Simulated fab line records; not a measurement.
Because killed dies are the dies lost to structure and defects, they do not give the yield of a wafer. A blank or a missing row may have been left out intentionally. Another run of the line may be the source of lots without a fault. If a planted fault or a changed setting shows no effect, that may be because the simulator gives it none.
Which of the tools did it? | flow nandHarc | Sampling: 24 lots, 72 wafers, 4 of 1302 route steps

== WHAT EACH GAUGE READ, for each wafer ==
NHARC_P_M0_CD_MEAS_16.
lot  | measured     | on       | cdNm (nm)
L074 | day 6 11:47  | cdSem-01 | 89.1 90.2 89.7
L076 | day 6 17:18  | cdSem-03 | 89.7 90.5 89.2
L075 | day 6 18:10  | cdSem-01 | 91.0 91.2 91.3
L078 | day 7 18:35  | cdSem-02 | 89.8 90.5 89.4
L077 | day 7 20:24  | cdSem-03 | 90.3 89.9 91.3
L079 | day 8 12:02  | cdSem-03 | 89.8 90.7 90.9
L080 | day 8 12:51  | cdSem-02 | 90.9 90.7 91.3
L081 | day 9 01:47  | cdSem-02 | 90.2 89.6 90.2
L082 | day 9 07:41  | cdSem-03 | 90.5 91.1 90.6
L083 | day 9 16:26  | cdSem-02 | 89.5 90.5 90.2
L084 | day 10 11:55 | cdSem-02 | 90.4 90.5 90.6
L085 | day 10 15:41 | cdSem-02 | 89.5 90.9 90.6
L086 | day 10 19:44 | cdSem-01 | 90.5 90.3 90.3
L087 | day 11 15:46 | cdSem-02 | 91.6 89.8 90.9
L088 | day 12 08:44 | cdSem-03 | 88.0 88.5 89.4
L089 | day 12 10:44 | cdSem-01 | 89.7 90.3 89.6
L090 | day 12 20:26 | cdSem-02 | 89.8 91.3 89.8
L091 | day 13 02:24 | cdSem-01 | 91.4 90.1 90.8
L092 | day 13 11:40 | cdSem-02 | 90.7 90.4 90.2
L093 | day 14 02:25 | cdSem-02 | 89.6 89.1 90.6
L094 | day 14 09:16 | cdSem-01 | 89.9 90.4 89.4
L095 | day 14 15:43 | cdSem-03 | 91.6 90.0 90.3
L096 | day 15 03:03 | cdSem-03 | 90.0 90.0 89.6
L097 | day 15 19:41 | cdSem-02 | 90.4 89.3 89.6

NHARC_P_M1_INSPECT_11.
lot  | measured     | on               | rawDefectCount
L074 | day 6 15:30  | defectInspect-02 | 4 3 2
L076 | day 6 21:00  | defectInspect-02 | 5 3 7
L075 | day 6 21:44  | defectInspect-01 | 3 3 4
L078 | day 7 22:20  | defectInspect-02 | 2 4 3
L077 | day 8 00:15  | defectInspect-01 | 5 4 1
L079 | day 8 15:51  | defectInspect-01 | 3 7 5
L080 | day 8 16:33  | defectInspect-01 | 3 4 3
L081 | day 9 05:29  | defectInspect-01 | 4 0 2
L082 | day 9 11:22  | defectInspect-02 | 3 4 0
L083 | day 9 20:09  | defectInspect-01 | 6 6 2
L084 | day 10 15:29 | defectInspect-01 | 1 5 3
L085 | day 10 19:22 | defectInspect-01 | 9 6 12
L086 | day 10 23:26 | defectInspect-01 | 2 1 6
L087 | day 11 19:35 | defectInspect-02 | 5 3 4
L088 | day 12 12:28 | defectInspect-01 | 4 10 6
L089 | day 12 14:21 | defectInspect-01 | 6 6 5
L090 | day 13 00:07 | defectInspect-01 | 3 8 10
L091 | day 13 06:07 | defectInspect-01 | 0 2 6
L092 | day 13 15:16 | defectInspect-01 | 1 0 5
L093 | day 14 06:01 | defectInspect-02 | 3 3 4
L094 | day 14 13:11 | defectInspect-02 | 4 0 2
L095 | day 14 19:35 | defectInspect-01 | 6 3 4
L096 | day 15 06:45 | defectInspect-02 | 6 10 7
L097 | day 15 23:25 | defectInspect-02 | 4 6 2

== WHICH TOOL RAN EACH LOT (tool, then ch and the chambers of the sampled wafers, then the start) ==
lot  | NHARC_P_GATE_ETCH_32            | NHARC_P_M0_PVD_21
L074 | rieSi-01 ch 0,1,2, day 5 11:46  | pvdSputter-01, day 6 15:30 or earlier
L076 | rieSi-02 ch 0,1,3, day 5 17:32  | pvdSputter-01, day 6 21:00 or earlier
L075 | rieSi-06 ch 2,3, day 5 17:39    | pvdSputter-02, day 6 21:44 or earlier
L078 | rieSi-02 ch 0,2,3, day 6 18:06  | pvdSputter-02, day 7 22:20 or earlier
L077 | rieSi-01 ch 0,1,2, day 6 18:17  | pvdSputter-02, day 8 00:15 or earlier
L079 | rieSi-02 ch 0,2,3, day 7 12:03  | pvdSputter-01, day 8 15:51 or earlier
L080 | rieSi-01 ch 0,1,2, day 7 12:29  | pvdSputter-03, day 8 16:33 or earlier
L081 | rieSi-01 ch 0,2,3, day 8 01:17  | pvdSputter-03, day 9 05:29 or earlier
L082 | rieSi-06 ch 0,1,2, day 8 07:52  | pvdSputter-01, day 9 11:22 or earlier
L083 | rieSi-02 ch 0,3, day 8 15:09    | pvdSputter-03, day 9 20:09 or earlier
L084 | rieSi-01 ch 1,2,3, day 9 11:37  | pvdSputter-03, day 10 15:29 or earlier
L085 | rieSi-06 ch 0,1,3, day 9 15:55  | pvdSputter-03, day 10 19:22 or earlier
L086 | rieSi-01 ch 0,1,2, day 9 19:46  | pvdSputter-01, day 10 23:26 or earlier
L087 | rieSi-02 ch 2,3, day 10 16:10   | pvdSputter-01, day 11 19:35 or earlier
L088 | rieSi-01 ch 0,1,3, day 11 08:21 | pvdSputter-01, day 12 12:28 or earlier
L089 | rieSi-06 ch 0,2, day 11 08:57   | pvdSputter-02, day 12 14:21 or earlier
L090 | rieSi-06 ch 0,2,3, day 11 20:37 | pvdSputter-03, day 13 00:07 or earlier
L091 | rieSi-06 ch 0,1,2, day 12 02:37 | pvdSputter-01, day 13 06:07 or earlier
L092 | rieSi-02 ch 0,1, day 12 11:07   | pvdSputter-02, day 13 15:16 or earlier
L093 | rieSi-02 ch 0,1,3, day 13 02:16 | pvdSputter-02, day 14 06:01 or earlier
L094 | rieSi-06 ch 1,2,3, day 13 08:50 | pvdSputter-03, day 14 13:11 or earlier
L095 | rieSi-06 ch 0,1, day 13 16:01   | pvdSputter-03, day 14 19:35 or earlier
L096 | rieSi-06 ch 1,2,3, day 14 03:22 | pvdSputter-02, day 15 06:45 or earlier
L097 | rieSi-06 ch 1,2, day 14 18:58   | pvdSputter-01, day 15 23:25 or earlier
- NHARC_P_GATE_ETCH_32: etches the open film in HBr/Cl2, target depth 150 nm, time 100.1 s.
- NHARC_P_M0_PVD_21: deposits Cu, target thk 30 nm, time 20.49 s.

== AS READ BY THE TOOLS THEMSELVES (means over the sampled wafers that have a number; for cases with no such wafer, the mark the record gives instead) ==
NHARC_P_GATE_ETCH_32.
lot  | tool     | drypumpMotorCurrentA (A) | oesProductAu (a.u.) | throttleValvePct (%)
L074 | rieSi-01 | 5.7                      | 1.013               | 26.400
L076 | rieSi-02 | 5.4                      | 1.001               | 26.409
L075 | rieSi-06 | 5.6                      | 1.004               | 26.404
L078 | rieSi-02 | 5.7                      | 0.996               | 26.393
L077 | rieSi-01 | 5.7                      | 1.002               | 26.411
L079 | rieSi-02 | 5.7                      | 1.000               | 26.406
L080 | rieSi-01 | 5.7                      | 1.013               | 26.407
L081 | rieSi-01 | 6.2                      | 0.999               | 26.407
L082 | rieSi-06 | 5.7                      | 0.989               | 26.407
L083 | rieSi-02 | 5.8                      | 0.999               | 26.408
L084 | rieSi-01 | 6.0                      | 1.007               | 26.405
L085 | rieSi-06 | 6.0                      | 1.009               | 26.407
L086 | rieSi-01 | 5.7                      | 1.010               | 26.406
L087 | rieSi-02 | 5.8                      | 0.993               | 26.408
L088 | rieSi-01 | 5.9                      | 1.008               | 26.414
L089 | rieSi-06 | 5.6                      | 0.993               | 26.407
L090 | rieSi-06 | 5.8                      | 1.004               | 26.399
L091 | rieSi-06 | 5.7                      | 0.992               | 26.409
L092 | rieSi-02 | 5.0                      | 0.991               | 26.399
L093 | rieSi-02 | 5.4                      | 0.991               | 26.417
L094 | rieSi-06 | 5.7                      | 0.986               | 26.407
L095 | rieSi-06 | 5.8                      | 0.985               | 26.396
L096 | rieSi-06 | 5.7                      | 0.985               | 26.405
L097 | rieSi-06 | 5.6                      | 0.982               | 26.416

NHARC_P_M0_PVD_21.
lot  | tool          | cathodeDcPowerW (W) | throttleValvePct (%)
L074 | pvdSputter-01 | 5000.3              | 29.2
L076 | pvdSputter-01 | 4999.4              | 29.0
L075 | pvdSputter-02 | 5000.8              | 28.7
L078 | pvdSputter-02 | 5000.5              | 28.5
L077 | pvdSputter-02 | 5000.6              | 29.1
L079 | pvdSputter-01 | 5001.3              | 29.5
L080 | pvdSputter-03 | 5000.3              | 30.8
L081 | pvdSputter-03 | 5000.3              | 30.7
L082 | pvdSputter-01 | 4999.5              | 29.4
L083 | pvdSputter-03 | 4999.8              | 30.5
L084 | pvdSputter-03 | 4999.8              | 30.7
L085 | pvdSputter-03 | 4999.7              | 31.2
L086 | pvdSputter-01 | 5000.2              | 29.7
L087 | pvdSputter-01 | 5000.7              | 29.6
L088 | pvdSputter-01 | 5000.3              | 29.7
L089 | pvdSputter-02 | 5000.3              | 29.4
L090 | pvdSputter-03 | 4999.8              | 31.1
L091 | pvdSputter-01 | 5000.0              | 29.6
L092 | pvdSputter-02 | 5000.0              | 29.5
L093 | pvdSputter-02 | 4999.8              | 30.5
L094 | pvdSputter-03 | 5000.3              | 30.4
L095 | pvdSputter-03 | 5000.2              | 30.8
L096 | pvdSputter-02 | 5000.2              | 30.6
L097 | pvdSputter-01 | 4999.8              | 29.8

== THE ANSWER, worked out from the rows above alone ==
Rule: what is usual is taken from the lots themselves. Put in order of their means at a reading, lots are off if they are a third of the lots or fewer, leave a main group of 4 or more, and stand apart from it by a gap of 3 or more times the standard deviation of the main group's means; of several such gaps the widest counts. Not used: any main group whose means are identical at the precision the tables above print for the reading. Also off: a lot with no number at a reading for which 4 or more lots have one. The other lots that the step has rows for count as sound. First the gauges in route order, then the tools' own readings, where a lot's mean is used as printed above. At the first step where some lot is off, the reading lying furthest off is the one used; lots without a number count as furthest.
No lot is off on any of the readings shown, so nothing can be concluded from this.

== WHAT THE SIMULATOR HAD INSERTED ==
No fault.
